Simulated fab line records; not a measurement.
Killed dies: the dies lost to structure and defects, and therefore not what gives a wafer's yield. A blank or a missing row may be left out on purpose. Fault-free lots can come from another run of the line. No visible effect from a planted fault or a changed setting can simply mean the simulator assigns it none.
fab line records	flow n5-finfet
record: lots: 7	wafers: 21
route steps=1938 shown HKMG_FIN@427 GATE_CUT@469 MOL_CONTACT_COAG@523
start-h: hours from the record's opening day to when the first of the lot's shown wafers began	wait-h: time in hours since the lot's previous step	" same as the row above	L1.1+2: a single row standing in for several wafers	- no value, or no start given	* or withheld: withheld	< > ~ a bound
route shown NAME@n: NAME is a module with steps in the file, n the number in the route of the first one	usual: mean and standard deviation over wafers with no fault	same: alike in all rows	chamber/n: place in a boat	sites: per-site readings	_std_site: standard deviation across them	_edge_site: inner sites' mean taken away from outer sites' mean	radius-mm: for every site, how far away it sits from the centre of the wafer	mask NAME#n: copy n	behind: the most recent tool/chamber to have shaped the wafer	hold: why the lot was held/for how many hours/how that ended	device: names the non-switching transistor (n, p or np)	end of line: tests run on the same wafers once the route is complete	where a step has no rows: the recipe by itself	killed: not the wafer's yield, but the dies lost to structure and defects at the first sort	map: shows each die of a wafer: x if killed, . if not, _ if none is there
set.NAME: the setting the step ran with; set.NAME@STEP: the setting that earlier step ran with	model.NAME: the simulator's own value behind a step, which no gauge read
lots whose settings were changed on purpose; a table a step, a row a wafer
== steps ==
step: N5_HKMG_FIN_EXPOSE_09
recipe: mask-id: NWFM	na: 1.35	source-shape: conventional	sigma-outer: 0.8	polarization: unpolarized	dose-mj: 39.25
lot.wafer	tool	chamber	start-h	wait-h	mask	set.dose-mj
L079.1+6	arfi-scanner-01	0	108.08	-	NWFM#0	41.36
L079.3	"	0	"	"	NWFM#0	39.25
L080.1	arfi-scanner-01	0	113.24	-	NWFM#0	39.25
L080.3+5	"	0	"	"	NWFM#0	37.31
L090.2+3+4	arfi-scanner-02	0	177.00	-	NWFM#0	39.25
L093.1+2+4	arfi-scanner-02	0	189.05	-	NWFM#0	39.25
L095.3+6	arfi-scanner-01	0	200.11	-	NWFM#0	39.25
L095.5	"	0	"	"	NWFM#0	41.23
L096.1+3	arfi-scanner-03	0	208.65	-	NWFM#0	39.25
L096.5	"	0	"	"	NWFM#0	37.91
L097.3+5	arfi-scanner-01	0	212.42	-	NWFM#0	39.25
L097.6	"	0	"	"	NWFM#0	41.65
step: N5_HKMG_FIN_PEB_10
recipe: peb-temp-c: withheld	peb-time-s: 60	resist: CAR-ArF
step: N5_HKMG_FIN_DEVELOP_11
recipe: develop-time-s: 30	developer: TMAH	resist: CAR-ArF	dev-temp-c: 23	rinse-liquid: diw	dry: air-spin
lot.wafer	tool	chamber	start-h	wait-h	set.spin-rpm@HKMG_FIN_COAT_06	model.CAR-ArF_of_HKMG_FIN_COAT_06.thk-nm
L079.1	litho-track-02	0	-	-	1500	87.8
L079.3	"	0	"	"	1500	88
L079.6	"	0	"	"	1500	88.2
L080.1	litho-track-02	0	-	-	1500	88.2
L080.3	"	0	"	"	1500	88.4
L080.5	"	0	"	"	1606	85
L090.2	litho-track-02	0	-	-	1500	88.4
L090.3	"	0	"	"	1581	86
L090.4	"	0	"	"	1581	86.2
L093.1	litho-track-05	0	-	-	1500	88
L093.2+4	"	0	"	"	1500	87.8
L095.3	litho-track-01	0	-	-	1653	84.6
L095.5	"	0	"	"	1500	88.6
L095.6	"	0	"	"	1653	84.4
L096.1	litho-track-02	0	-	-	1500	88.2
L096.3	"	0	"	"	1500	88
L096.5	"	0	"	"	1500	88.6
L097.3	litho-track-01	0	-	-	1500	88.2
L097.5	"	0	"	"	1500	88.4
L097.6	"	0	"	"	1560	86.6
step: N5_HKMG_FIN_CD_MEAS_12
recipe: target-cd-nm: 92.8	landing-energy-ev: 500	detector: se-inlens
usual: cd-nm: 92.7/0.53
lot.wafer	tool	chamber	start-h	wait-h	set.dose-mj@HKMG_FIN_EXPOSE_09	cd-nm
L079.1	cd-sem-03	0	108.21	-	41.36	94.6
L079.3	"	0	"	"	39.25	92.2
L079.6	"	0	"	"	41.36	95.4
L080.1	cd-sem-02	0	113.37	-	39.25	93.0
L080.3	"	0	"	"	37.31	89.3
L080.5	"	0	"	"	37.31	89.7
L090.2	cd-sem-02	0	177.12	-	39.25	92.2
L090.3	"	0	"	"	39.25	92.1
L090.4	"	0	"	"	39.25	92.6
L093.1	cd-sem-01	0	189.17	-	39.25	92.4
L093.2	"	0	"	"	39.25	92.8
L093.4	"	0	"	"	39.25	92.6
L095.3	cd-sem-02	0	200.22	-	39.25	93.1
L095.5	"	0	"	"	41.23	95.5
L095.6	"	0	"	"	39.25	92.7
L096.1	cd-sem-03	0	208.77	-	39.25	92.0
L096.3	"	0	"	"	39.25	92.2
L096.5	"	0	"	"	37.91	89.8
L097.3	cd-sem-03	0	212.54	-	39.25	93.4
L097.5	"	0	"	"	39.25	92.2
L097.6	"	0	"	"	41.65	97.5
step: N5_HKMG_FIN_DESCUM_17
recipe: chemistry: O2	time-s: 7.9	source-power-w: 50	bias-power-w: 20	pressure-mtorr: 20	rf-frequency-hz: 2.712e+07	temp-c: 40	resist: CAR-ArF	o2-flow-sccm: 225
step: N5_HKMG_FIN_ETCH_31
recipe: chemistry: CF4	target: SiARC	target-depth-a: 455	mask-material: CAR-ArF	time-s: 75.8	ion-energy-ev: 80	pressure-mtorr: 40	source-w: 545	bias-w: 36	Ar_flow_sccm: 100	cf4-flow-sccm: 100	ends: cleared
lot.wafer	tool	chamber	start-h	wait-h	set.spin-rpm@HKMG_FIN_COAT_06	model.CAR-ArF_of_HKMG_FIN_COAT_06.thk-nm
L079.1	rie-diel-01	2	108.33	0.0	1500	50.6
L079.3+6	"	0,3	"	"	1500	50.8
L080.1	rie-diel-02	1	113.49	0.0	1500	50.8
L080.3	"	2	"	"	1500	51
L080.5	"	2	"	"	1606	47.6
L090.2	rie-diel-02	3	177.24	0.0	1500	51.2
L090.3+4	"	2,0	"	"	1581	48.8
L093.1	rie-diel-02	1	189.30	0.0	1500	50.8
L093.2+4	"	3,2	"	"	1500	50.4
L095.3+6	rie-diel-02	3,1	200.44	0.0	1653	47
L095.5	"	0	"	"	1500	51.2
L096.1+3	rie-diel-02	0,1	208.89	0.0	1500	50.8
L096.5	"	3	"	"	1500	51.2
L097.3	rie-diel-01	3	212.71	0.0	1500	50.8
L097.5	"	2	"	"	1500	51
L097.6	"	1	"	"	1560	49.2
step: N5_GATE_CUT_ETCH_58
recipe: chemistry: CH3F/O2	target: SiNx	target-depth-a: 170	time-s: 128.6	ion-energy-ev: 50	pressure-mtorr: 30	source-w: 415	bias-w: 21	Ar_flow_sccm: 150	CH3F_flow_sccm: 30	O2_flow_sccm: 20
usual: rf-vpp-V: 99.1/0.83
lot.wafer	tool	chamber	start-h	wait-h	set.source-w	rf-vpp-V	model.etch.depth-nm
L079.1	rie-diel-04	2	113.46	0.0	415	98.2	16.95
L079.3	"	0	"	"	415	98.4	16.73
L079.6	"	2	"	"	415	99.1	17
L080.1	rie-diel-06	2	118.17	0.0	415	99.8	17.11
L080.3	"	2	"	"	458.1	95.9	17.71
L080.5	"	2	"	"	415	98.1	17.05
L090.2	rie-diel-04	3	182.56	0.1	353.5	105.1	16.18
L090.3	"	1	"	"	415	99.9	16.93
L090.4	"	1	"	"	415	99.5	16.88
L093.1	rie-diel-03	1	194.03	0.0	415	99.6	16.76
L093.2	"	0	"	"	415	96.6	17.19
L093.4	"	2	"	"	415	99.4	17.31
L095.3	rie-diel-03	3	205.25	0.1	486.8	94.6	17.63
L095.5	"	1	"	"	415	99.5	16.62
L095.6	"	0	"	"	415	99.4	16.96
L096.1	rie-diel-04	1	213.77	0.0	415	98.9	17.09
L096.3	"	2	"	"	415	97.8	17.04
L096.5	"	1	"	"	415	101.4	16.87
L097.3	rie-diel-06	1	217.47	0.1	378	102.3	16.3
L097.5	"	3	"	"	415	98.7	17.27
L097.6	"	0	"	"	415	99.0	16.83
step: N5_GATE_CUT_COAT_35
recipe: resist: SiARC	temp-c: 220	time-s: 60	spin-rpm: 1500	resist-thk-nm: 10
lot.wafer	tool	chamber	start-h	wait-h	set.spin-rpm	model.SiARC_of_GATE_CUT_COAT_35.thk-nm
L079.1	litho-track-02	0	-	-	1397	10.4
L079.3+6	"	0	"	"	1500	10
L080.1+3+5	litho-track-04	0	-	-	1500	10
L090.2+3	litho-track-04	0	-	-	1500	10
L090.4	"	0	"	"	1417	10.4
L093.1+2+4	litho-track-04	0	-	-	1500	10
L095.3+5	litho-track-04	0	-	-	1573	9.8
L095.6	"	0	"	"	1500	10
L096.1+3+5	litho-track-02	0	-	-	1500	10
L097.3+6	litho-track-03	0	-	-	1500	10
L097.5	"	0	"	"	1579	9.8
step: N5_GATE_CUT_COAT_27
recipe: resist: underlayer	temp-c: 205	time-s: 60	spin-rpm: 1500	resist-thk-nm: 10
step: N5_GATE_CUT_COAT_07
recipe: resist: CAR-EUV	spin-rpm: 1500	resist-thk-nm: 30
step: N5_GATE_CUT_DESCUM_18
recipe: chemistry: O2	time-s: 7	source-power-w: 50	bias-power-w: 20	pressure-mtorr: 20	rf-frequency-hz: 2.712e+07	temp-c: 40	resist: CAR-EUV	o2-flow-sccm: 225
step: N5_GATE_CUT_ETCH_28
recipe: chemistry: N2/H2	target: underlayer	target-depth-a: 130	mask-material: CAR-EUV	time-s: 10.4	ion-energy-ev: 200	pressure-mtorr: 30	source-w: 840	bias-w: 150	n2-flow-sccm: 200	h2-flow-sccm: 200	ends: cleared
step: N5_GATE_CUT_ETCH_36
recipe: chemistry: CF4	target: SiARC	target-depth-a: 130	mask-material: CAR-EUV	time-s: 21.7	ion-energy-ev: 80	pressure-mtorr: 40	source-w: 545	bias-w: 36	Ar_flow_sccm: 100	cf4-flow-sccm: 100	ends: cleared
usual: etch-rf-on-time-s: 21.6/0.3
lot.wafer	tool	chamber	start-h	wait-h	set.spin-rpm@GATE_CUT_COAT_35	etch-rf-on-time-s	model.CAR-EUV_of_GATE_CUT_COAT_07.thk-nm	model.etch.depth-nm
L079.1	rie-diel-06	2	117.05	0.0	1397	22.4	6.6	10.39
L079.3	"	2	"	"	1500	21.5	7	9.99
L079.6	"	2	"	"	1500	21.4	7	9.976
L080.1	rie-diel-04	3	121.81	0.0	1500	21.4	6.8	9.997
L080.3	"	2	"	"	1500	21.4	6.8	9.998
L080.5	"	0	"	"	1500	21.7	6.8	9.988
L090.2	rie-diel-04	2	186.49	0.0	1500	21.4	7	10.03
L090.3	"	3	"	"	1500	21.3	7	10
L090.4	"	3	"	"	1417	21.9	6.6	10.3
L093.1	rie-diel-03	0	197.97	0.0	1500	21.7	6.8	10.07
L093.2	"	2	"	"	1500	21.6	6.8	10.09
L093.4	"	1	"	"	1500	22.2	6.8	10.06
L095.3	rie-diel-04	2	209.69	0.0	1573	20.8	7	9.769
L095.5	"	0	"	"	1573	20.9	7	9.779
L095.6	"	1	"	"	1500	21.4	6.8	10.02
L096.1	rie-diel-04	2	217.38	0.0	1500	21.5	7	9.985
L096.3	"	1	"	"	1500	21.4	7	9.953
L096.5	"	1	"	"	1500	21.5	6.8	9.974
L097.3	rie-diel-04	1	223.58	0.0	1500	21.9	6.6	10.06
L097.5	"	0	"	"	1579	21.2	7	9.773
L097.6	"	1	"	"	1500	21.7	6.8	10.06
step: N5_MOL_CONTACT_COAG_EXPOSE_05
recipe: mask-id: CA	na: 0.33	source-shape: annular	sigma-inner: 0.4	sigma-outer: 0.8	polarization: unpolarized	defocus-nm: 0	dose-mj: 38.25
lot.wafer	tool	chamber	start-h	wait-h	mask	set.dose-mj
L079.1+6	euv-scanner-02	0	120.84	-	CA#0	35.9
L079.3	"	0	"	"	CA#0	38.25
L080.1+3	euv-scanner-02	0	125.29	-	CA#0	40.44
L080.5	"	0	"	"	CA#0	38.25
L090.2+3	euv-scanner-02	0	190.29	-	CA#0	38.25
L090.4	"	0	"	"	CA#0	36.96
L093.1+2+4	euv-scanner-02	0	201.57	-	CA#0	38.25
L095.3+5+6	euv-scanner-02	0	213.18	-	CA#0	38.25
L096.1	euv-scanner-02	0	223.60	-	CA#0	38.25
L096.3+5	"	0	"	"	CA#0	36.92
L097.3+6	euv-scanner-02	0	227.07	-	CA#0	36.64
L097.5	"	0	"	"	CA#0	38.25
step: N5_MOL_CONTACT_COAG_PEB_06
recipe: peb-temp-c: 100	peb-time-s: 60	resist: CAR-EUV
step: N5_MOL_CONTACT_COAG_DEVELOP_07
recipe: develop-time-s: 30	developer: TMAH	resist: CAR-EUV	rinse-liquid: surfactant-rinse	dry: air-spin	dev-temp-c: 23
step: N5_MOL_CONTACT_COAG_CD_MEAS_08
recipe: target-cd-nm: 28	landing-energy-ev: 500	detector: se-inlens	polarity: opening
usual: cd-nm: 28.02/0.24
lot.wafer	tool	chamber	start-h	wait-h	set.dose-mj@MOL_CONTACT_COAG_EXPOSE_05	cd-nm
L079.1	cd-sem-03	0	120.97	-	35.9	26.49
L079.3	"	0	"	"	38.25	27.56
L079.6	"	0	"	"	35.9	26.26
L080.1	cd-sem-02	0	125.42	-	40.44	28.94
L080.3	"	0	"	"	40.44	29.18
L080.5	"	0	"	"	38.25	27.75
L090.2	cd-sem-01	0	190.41	-	38.25	28.15
L090.3	"	0	"	"	38.25	27.76
L090.4	"	0	"	"	36.96	27.39
L093.1	cd-sem-02	0	201.70	-	38.25	28.35
L093.2	"	0	"	"	38.25	28.14
L093.4	"	0	"	"	38.25	28.17
L095.3	cd-sem-03	0	213.30	-	38.25	28.10
L095.5	"	0	"	"	38.25	28.13
L095.6	"	0	"	"	38.25	28.16
L096.1	cd-sem-01	0	223.73	-	38.25	27.54
L096.3	"	0	"	"	36.92	27.15
L096.5	"	0	"	"	36.92	27.36
L097.3	cd-sem-03	0	227.19	-	36.64	27.21
L097.5	"	0	"	"	38.25	27.83
L097.6	"	0	"	"	36.64	27.11
step: N5_MOL_CONTACT_COAG_DESCUM_13
recipe: chemistry: O2	time-s: 7	source-power-w: 50	bias-power-w: 20	pressure-mtorr: 20	rf-frequency-hz: 2.712e+07	temp-c: 40	resist: CAR-EUV	o2-flow-sccm: 225
step: N5_MOL_CONTACT_COAG_ETCH_59
recipe: chemistry: N2/H2	target: underlayer	target-depth-a: 130	mask-material: CAR-EUV	time-s: 10.4	ion-energy-ev: 200	pressure-mtorr: 30	source-w: 840	bias-w: 150	n2-flow-sccm: 200	h2-flow-sccm: 200	ends: cleared
lot.wafer	tool	chamber	start-h	wait-h	set.dose-mj@MOL_CONTACT_COAG_EXPOSE_05	model.MOL_CONTACT_COAG.cd-offset-nm
L079.1	rie-diel-05	1	121.21	0.0	35.9	-1.4
L079.3	"	2	"	"	38.25	-0.2
L079.6	"	2	"	"	35.9	-1.6
L080.1	rie-diel-02	0	125.63	0.0	40.44	0.8
L080.3	"	2	"	"	40.44	1
L080.5	"	1	"	"	38.25	-0.2
L090.2+3	rie-diel-01	2,1	190.57	0.0	38.25	0.2
L090.4	"	3	"	"	36.96	-0.8
L093.1+4	rie-diel-02	3,2	201.86	0.0	38.25	0.2
L093.2	"	1	"	"	38.25	0.4
L095.3	rie-diel-02	1	213.45	0.0	38.25	0.2
L095.5+6	"	2,3	"	"	38.25	0
L096.1	rie-diel-01	0	223.88	0.0	38.25	0
L096.3	"	2	"	"	36.92	-0.4
L096.5	"	0	"	"	36.92	-0.8
L097.3+6	rie-diel-02	0,1	227.38	0.0	36.64	-1
L097.5	"	2	"	"	38.25	0.2
step: N5_MOL_CONTACT_COAG_ETCH_105
recipe: chemistry: CF4	target: SiARC	target-depth-a: 156	mask-material: CAR-EUV	time-s: 26	ion-energy-ev: 80	pressure-mtorr: 40	source-w: 545	bias-w: 36	Ar_flow_sccm: 100	cf4-flow-sccm: 100	ends: cleared
step: N5_MOL_CONTACT_COAG_ETCH_106
recipe: chemistry: N2/H2	target: SOC	target-depth-a: 800	overetch-a: 160	mask-material: SiARC	temp-c: 40	time-s: 120	ion-energy-ev: 200	pressure-mtorr: 30	source-w: 840	bias-w: 150	n2-flow-sccm: 200	h2-flow-sccm: 200
step: N5_MOL_CONTACT_COAG_STRIP_107
recipe: chemistry: N2/H2	temp-c: 40	n2-flow-sccm: 200	h2-flow-sccm: 200	rf-frequency-hz: 6e+07
step: N5_MOL_CONTACT_COAG_STRIP_108
recipe: chemistry: N2/H2	temp-c: 40	n2-flow-sccm: 200	h2-flow-sccm: 200	rf-frequency-hz: 6e+07
step: N5_MOL_CONTACT_COAG_CONTACT_ETCH_14
recipe: chemistry: C4F6/O2	target: SiO2	target-depth-a: 275	overetch-a: 85	mask-material: SOC	pressure-mtorr: 30	source-w: 370	bias-w: 185	Ar_flow_sccm: 300	C4F6_flow_sccm: 16	O2_flow_sccm: 10	time-s: 20	ion-energy-ev: 259.6
lot.wafer	tool	chamber	start-h	wait-h	set.dose-mj@MOL_CONTACT_COAG_EXPOSE_05	model.MOL_CONTACT_COAG.cd-offset-nm
L079.1	rie-diel-05	1	121.36	0.0	35.9	-1.8
L079.3	"	2	"	"	38.25	-0.4
L079.6	"	2	"	"	35.9	-1.6
L080.1	rie-diel-02	0	125.78	0.0	40.44	1
L080.3	"	2	"	"	40.44	1.2
L080.5	"	1	"	"	38.25	0
L090.2	rie-diel-01	2	190.72	0.0	38.25	0.4
L090.3	"	1	"	"	38.25	0.2
L090.4	"	3	"	"	36.96	-0.8
L093.1+4	rie-diel-02	3,2	202.01	0.0	38.25	0
L093.2	"	1	"	"	38.25	0.2
L095.3	rie-diel-02	1	213.60	0.0	38.25	0.2
L095.5	"	2	"	"	38.25	0
L095.6	"	3	"	"	38.25	-0.2
L096.1	rie-diel-01	0	224.03	0.0	38.25	0
L096.3	"	2	"	"	36.92	-0.4
L096.5	"	0	"	"	36.92	-0.8
L097.3	rie-diel-02	0	227.53	0.0	36.64	-1.2
L097.5	"	2	"	"	38.25	0.2
L097.6	"	1	"	"	36.64	-0.8
step: N5_MOL_CONTACT_COAG_STRIP_109
recipe: chemistry: C4F6/O2	resist: SiARC	rf-frequency-hz: 6e+07
step: N5_MOL_CONTACT_COAG_ETCH_15
recipe: chemistry: CH3F/O2	target: SiNx	target-depth-a: 70	mask-material: SOC	stop-on: Si:P	over-etch-frac: 0.75	ion-energy-ev: 120	pressure-mtorr: 30	source-w: 395	bias-w: 73	Ar_flow_sccm: 150	CH3F_flow_sccm: 30	O2_flow_sccm: 20
step: N5_MOL_CONTACT_COAG_ETCH_110
recipe: chemistry: CF4/O2	target: Si	target-depth-a: 25	time-s: 8	pressure-mtorr: 100	source-w: 200	bias-w: 12	ion-energy-ev: 60	Ar_flow_sccm: 100	cf4-flow-sccm: 100	O2_flow_sccm: 10
step: N5_MOL_CONTACT_COAG_STRIP_98
recipe: chemistry: N2/H2	power-w: 500	temp-c: 40	pressure-mtorr: 50	rf-frequency-hz: 6e+07	overash-fraction: 0.3	bias-power-w: 8	h2-frac: 0.5	n2-flow-sccm: 300	h2-flow-sccm: 300
step: N5_MOL_CONTACT_COAG_CD_MEAS_99
recipe: target-cd-nm: 17.2	polarity: opening
usual: cd-nm: 17.2/0.3
lot.wafer	tool	chamber	start-h	wait-h	set.dose-mj@MOL_CONTACT_COAG_EXPOSE_05	cd-nm
L079.1	cd-sem-01	-	121.57	-	35.9	15.9
L079.3	"	-	"	"	38.25	16.8
L079.6	"	-	"	"	35.9	15.4
L080.1	cd-sem-02	-	125.99	-	40.44	18.5
L080.3	"	-	"	"	40.44	18.4
L080.5	"	-	"	"	38.25	17.4
L090.2	cd-sem-01	-	190.93	-	38.25	17.8
L090.3	"	-	"	"	38.25	17.4
L090.4	"	-	"	"	36.96	16.5
L093.1	cd-sem-02	-	202.22	-	38.25	17.3
L093.2	"	-	"	"	38.25	17.7
L093.4	"	-	"	"	38.25	17.1
L095.3	cd-sem-02	-	213.82	-	38.25	17.3
L095.5	"	-	"	"	38.25	17.6
L095.6	"	-	"	"	38.25	17.0
L096.1	cd-sem-03	-	224.24	-	38.25	17.1
L096.3	"	-	"	"	36.92	17.0
L096.5	"	-	"	"	36.92	16.6
L097.3	cd-sem-01	-	227.75	-	36.64	16.1
L097.5	"	-	"	"	38.25	17.6
L097.6	"	-	"	"	36.64	16.5
step: N5_MOL_CONTACT_COAG_ALD_27
recipe: material: SiOC	target-thk-a: 170	temp-c: 400	ald-precursor-family: carbosiloxane	ald-co-reactant: H2-plasma	pulse-time-s: 1.5	time-s: 2720	purge-time-s: 2	co-reactant-purge-time-s: 2	ald-cycles: 340	pressure-torr: 2
lot.wafer	tool	chamber	start-h	wait-h	set.ald-cycles	model.SiOC_of_MOL_CONTACT_COAG_ALD_27.thk-nm
L079.1+3+6	ald-sin-02	1,3,0	127.02	0.1	340	17
L080.1+3+5	ald-sin-03	2,0,1	132.60	0.0	340	17
L090.2+4	ald-sin-01	0,2	196.53	0.0	340	17
L090.3	"	2	"	"	320	16
L093.1+2+4	ald-sin-02	1,0,2	208.50	0.1	340	17
L095.3+6	ald-sin-03	0	222.16	0.1	288	14.4
L095.5	"	3	"	"	340	17
L096.1	ald-sin-01	3	233.69	0.0	340	17
L096.3	"	0	"	"	311	15.4
L096.5	"	0	"	"	311	15.6
L097.3+5+6	ald-sin-02	1,2,1	235.42	0.0	340	17
step: N5_MOL_CONTACT_COAG_COAT_77
recipe: resist: underlayer	temp-c: 205	time-s: 60	spin-rpm: 1500	resist-thk-nm: 10
lot.wafer	tool	chamber	start-h	wait-h	set.spin-rpm
L079.1+3+6	litho-track-05	0	-	-	1500
L080.1+3+5	litho-track-01	0	-	-	1500
L090.2+3+4	litho-track-05	0	-	-	1500
L093.1+2+4	litho-track-05	0	-	-	1500
L095.3+6	litho-track-03	0	-	-	1500
L095.5	"	0	"	"	1651
L096.1+3+5	litho-track-03	0	-	-	1500
L097.3+5	litho-track-05	0	-	-	1500
L097.6	"	0	"	"	1395
step: N5_MOL_CONTACT_COAG_COAT_78
recipe: resist: CAR-EUV	spin-rpm: 1500	resist-thk-nm: 40
step: N5_MOL_CONTACT_COAG_EBR_80
recipe: solvent: PGMEA	ebr-width-mm: 1.5
step: N5_MOL_CONTACT_COAG_DESCUM_88
recipe: chemistry: O2	time-s: 7	source-power-w: 50	bias-power-w: 20	pressure-mtorr: 20	rf-frequency-hz: 2.712e+07	temp-c: 40	resist: CAR-EUV	o2-flow-sccm: 225
step: N5_MOL_CONTACT_COAG_ETCH_89
recipe: chemistry: N2/H2	target: underlayer	target-depth-a: 130	mask-material: CAR-EUV	time-s: 10.4	ion-energy-ev: 200	pressure-mtorr: 30	source-w: 840	bias-w: 150	n2-flow-sccm: 200	h2-flow-sccm: 200	ends: cleared
lot.wafer	tool	chamber	start-h	wait-h	set.spin-rpm@MOL_CONTACT_COAG_COAT_77	model.etch.depth-nm
L079.1	rie-diel-05	1	130.04	0.0	1500	9.987
L079.3	"	0	"	"	1500	9.986
L079.6	"	3	"	"	1500	10
L080.1	rie-diel-01	1	135.62	0.0	1500	9.971
L080.3	"	2	"	"	1500	9.975
L080.5	"	0	"	"	1500	10.01
L090.2	rie-diel-05	0	199.43	0.0	1500	10.04
L090.3	"	2	"	"	1500	10.03
L090.4	"	2	"	"	1500	10.05
L093.1	rie-diel-01	3	211.40	0.0	1500	9.961
L093.2	"	1	"	"	1500	9.975
L093.4	"	2	"	"	1500	9.962
L095.3	rie-diel-05	1	225.06	0.0	1500	9.976
L095.5	"	1	"	"	1651	9.507
L095.6	"	2	"	"	1500	9.949
L096.1	rie-diel-02	1	236.60	0.0	1500	10.03
L096.3	"	2	"	"	1500	10.05
L096.5	"	3	"	"	1500	10.04
L097.3	rie-diel-01	2	238.76	0.0	1500	9.921
L097.5	"	2	"	"	1500	9.937
L097.6	"	0	"	"	1395	10.28
== key ==
split: step: N5_HKMG_FIN_EXPOSE_09	setting: dose-mj	stated: 39.25	by: wafer
response: step: N5_HKMG_FIN_CD_MEAS_12	reading: cd-nm	change: +0.643	per: 1%	r: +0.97
split: step: N5_GATE_CUT_ETCH_58	setting: source-w	stated: 415	by: wafer
response: step: N5_GATE_CUT_ETCH_58	reading: rf-vpp-V	change: -0.319	per: 1%	r: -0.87
response: step: N5_GATE_CUT_ETCH_58	reading: model.etch.depth-nm	change: +0.0545	per: 1%	r: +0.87
split: step: N5_GATE_CUT_COAT_35	setting: spin-rpm	stated: 1500	by: wafer
response: step: N5_GATE_CUT_COAT_35	reading: model.SiARC_of_GATE_CUT_COAT_35.thk-nm	change: -0.0541	per: 1%	r: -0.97
response: step: N5_GATE_CUT_ETCH_36	reading: etch-rf-on-time-s	change: *	per: 1%	r: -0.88
response: step: N5_GATE_CUT_ETCH_36	reading: model.CAR-EUV_of_GATE_CUT_COAT_07.thk-nm	change: +0.0582	per: 1%	r: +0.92
response: step: N5_GATE_CUT_ETCH_36	reading: model.etch.depth-nm	change: -0.0549	per: 1%	r: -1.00
split: step: N5_MOL_CONTACT_COAG_EXPOSE_05	setting: dose-mj	stated: 38.25	by: wafer
response: step: N5_MOL_CONTACT_COAG_CD_MEAS_08	reading: cd-nm	change: +0.184	per: 1%	r: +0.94
response: step: N5_MOL_CONTACT_COAG_ETCH_59	reading: model.MOL_CONTACT_COAG.cd-offset-nm	change: +0.222	per: 1%	r: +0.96
response: step: N5_MOL_CONTACT_COAG_CONTACT_ETCH_14	reading: model.MOL_CONTACT_COAG.cd-offset-nm	change: +0.225	per: 1%	r: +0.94
response: step: N5_MOL_CONTACT_COAG_CD_MEAS_99	reading: cd-nm	change: +0.206	per: 1%	r: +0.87
split: step: N5_MOL_CONTACT_COAG_ALD_27	setting: ald-cycles	stated: 340	by: wafer
response: step: N5_MOL_CONTACT_COAG_ALD_27	reading: model.SiOC_of_MOL_CONTACT_COAG_ALD_27.thk-nm	change: +0.171	per: 1%	r: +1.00
split: step: N5_MOL_CONTACT_COAG_COAT_77	setting: spin-rpm	stated: 1500	by: wafer
response: step: N5_MOL_CONTACT_COAG_ETCH_89	reading: model.etch.depth-nm	change: -0.0466	per: 1%	r: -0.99
split outside-this-file step=N5_HKMG_FIN_COAT_06 setting=spin-rpm
split outside-this-file: this setting was split too, and the file shows its column; the key of that split is in another file
